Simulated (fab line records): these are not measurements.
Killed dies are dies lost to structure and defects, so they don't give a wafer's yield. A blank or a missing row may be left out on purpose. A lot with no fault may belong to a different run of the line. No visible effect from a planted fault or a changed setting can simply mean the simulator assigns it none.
Matching of chambers ; flow nand harc ; NHARC_P_BONDPAD_ETCH_37 on rie diel-05 has 4 sister chambers
The step etches the open film in N2/H2, target depth 60 nm, overetch 18 nm, time 65.91 s. 18 wafers are shown with their chamber, then 8 later ones without.

WAFERS WITH THEIR CHAMBER
wafer;chamber;drypump motor current A (A);showerhead plenum p Torr (Torr);oes product au (a.u.)
L457.2;2;5.0;2.06;1.013
L457.5;0;6.2;2.12;0.993
L457.6;3;5.7;2.11;1.003
L459.2;3;5.7;2.10;1.010
L459.4;2;5.0;2.06;1.012
L459.6;3;5.6;2.10;1.006
L466.1;3;5.6;2.10;1.001
L466.2;2;5.0;2.06;1.022
L466.5;0;6.2;2.12;0.995
L467.3;3;5.7;2.10;1.006
L467.5;2;5.0;2.06;1.007
L472.1;3;5.7;2.10;1.002
L472.2;2;5.1;2.06;1.012
L472.5;1;6.6;2.18;0.999
L474.1;2;5.0;2.06;1.008
L474.5;1;6.6;2.18;0.994
L474.6;2;5.0;2.05;1.009
L477.1;0;6.2;2.12;0.986

SIGNATURES (averages over the wafers above)
reading;chamber 0;chamber 1;chamber 2;chamber 3;scatter within a chamber
drypump motor current A;6.200;6.600;5.014;5.667;0.0396
showerhead plenum p Torr;2.1200;2.1800;2.0586;2.1017;0.00347
oes product au;0.99133;0.99650;1.01186;1.00467;0.00434
Rule: for a wafer and a chamber, the distance is found by dividing, reading by reading, the gap between the wafer's reading and the chamber's mean by the reading's scatter, squaring, summing and taking the root. The wafer belongs to the nearest chamber; if the next one is less than 2 further off, it can't be placed. The scatter: take each reading less its chamber's mean, square it, sum over the shown wafers, divide by the number of wafers less the number of chambers, and take the root.

WAFERS MISSING THEIR CHAMBER
wafer;drypump motor current A (A);showerhead plenum p Torr (Torr);oes product au (a.u.)
L477.3;6.6;2.18;0.996
L477.4;5.7;2.10;1.002
L478.1;5.0;2.05;1.008
L478.2;6.6;2.18;0.998
L478.3;5.6;2.10;0.996
L479.2;5.7;2.10;0.994
L479.4;5.0;2.05;0.988
L479.6;6.6;2.18;0.991

WHICH CHAMBER EACH ONE RAN IN
wafer;from the rows above;in truth
L477.3;1;1
L477.4;3;3
L478.1;2;2
L478.2;1;1
L478.3;3;3
L479.2;3;3
L479.4;2;2
L479.6;1;1
Correctly placed: 8 of 8. From these rows, 0 cannot be placed. Placed wrongly: 0.
